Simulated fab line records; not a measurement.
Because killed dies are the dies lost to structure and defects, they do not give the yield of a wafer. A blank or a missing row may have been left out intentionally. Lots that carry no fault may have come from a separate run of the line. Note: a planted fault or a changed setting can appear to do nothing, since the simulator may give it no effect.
Matching of chambers | flow n5-finfet | N5_MOL_CONTACT_COAG_ALD_27 on ald-sin-04: 4 sister chambers
The step deposits SiOC, target thk 17 nm, pulse time 1.5 s, time 2720 s. 8 wafers are shown with their chamber, then 7 later ones without.

== WAFERS WITH THEIR CHAMBER ==
wafer  | chamber | heater-power-w (W) | precursor-pulse-height-rel
L082.1 | 3       | 776                | 1.007
L082.3 | 0       | 779                | 0.984
L089.6 | 2       | 1024               | 1.027
L091.1 | 2       | 1013               | 1.026
L091.2 | 1       | 831                | 0.980
L091.6 | 0       | 771                | 0.975
L092.1 | 3       | 774                | 1.041
L092.3 | 1       | 819                | 1.009

== WAFERS WITH NO CHAMBER GIVEN ==
wafer  | heater-power-w (W) | precursor-pulse-height-rel
L092.4 | 771                | 0.987
L093.2 | 1024               | 0.976
L093.4 | 839                | 0.999
L093.5 | 1016               | 0.979
L097.1 | 850                | 0.994
L097.3 | 786                | 1.003
L097.5 | 799                | 0.980

== CHAMBER TAKEN BY EACH ==
wafer  | from the rows above          | in truth
L092.4 | can't be placed: 0 or 3      | 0
L093.2 | 2                            | 2
L093.4 | 1                            | 1
L093.5 | 2                            | 2
L097.1 | 1                            | 1
L097.3 | can't be placed: 3 or 0      | 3
L097.5 | can't be placed: 0 or 1 or 3 | 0
Placed correctly: 4 of 7. From these rows, 3 cannot be placed; in 3 the true chamber is one of the candidates. Number placed wrongly: 0.
How it was worked out, from the rows above alone: a wafer's distance from a chamber is the root of the sum, over the readings, of the square of ((its reading less the chamber's mean) divided by the reading's scatter). If the next closest chamber is less than 2 further off than the closest, the wafer can't be placed; otherwise it belongs to the closest. For every chamber, the mean is computed from those of its wafers that are shown. The scatter is the square root of a quotient: the sum, over the shown wafers, of each reading's squared deviation from its chamber's mean, divided by wafers minus chambers.
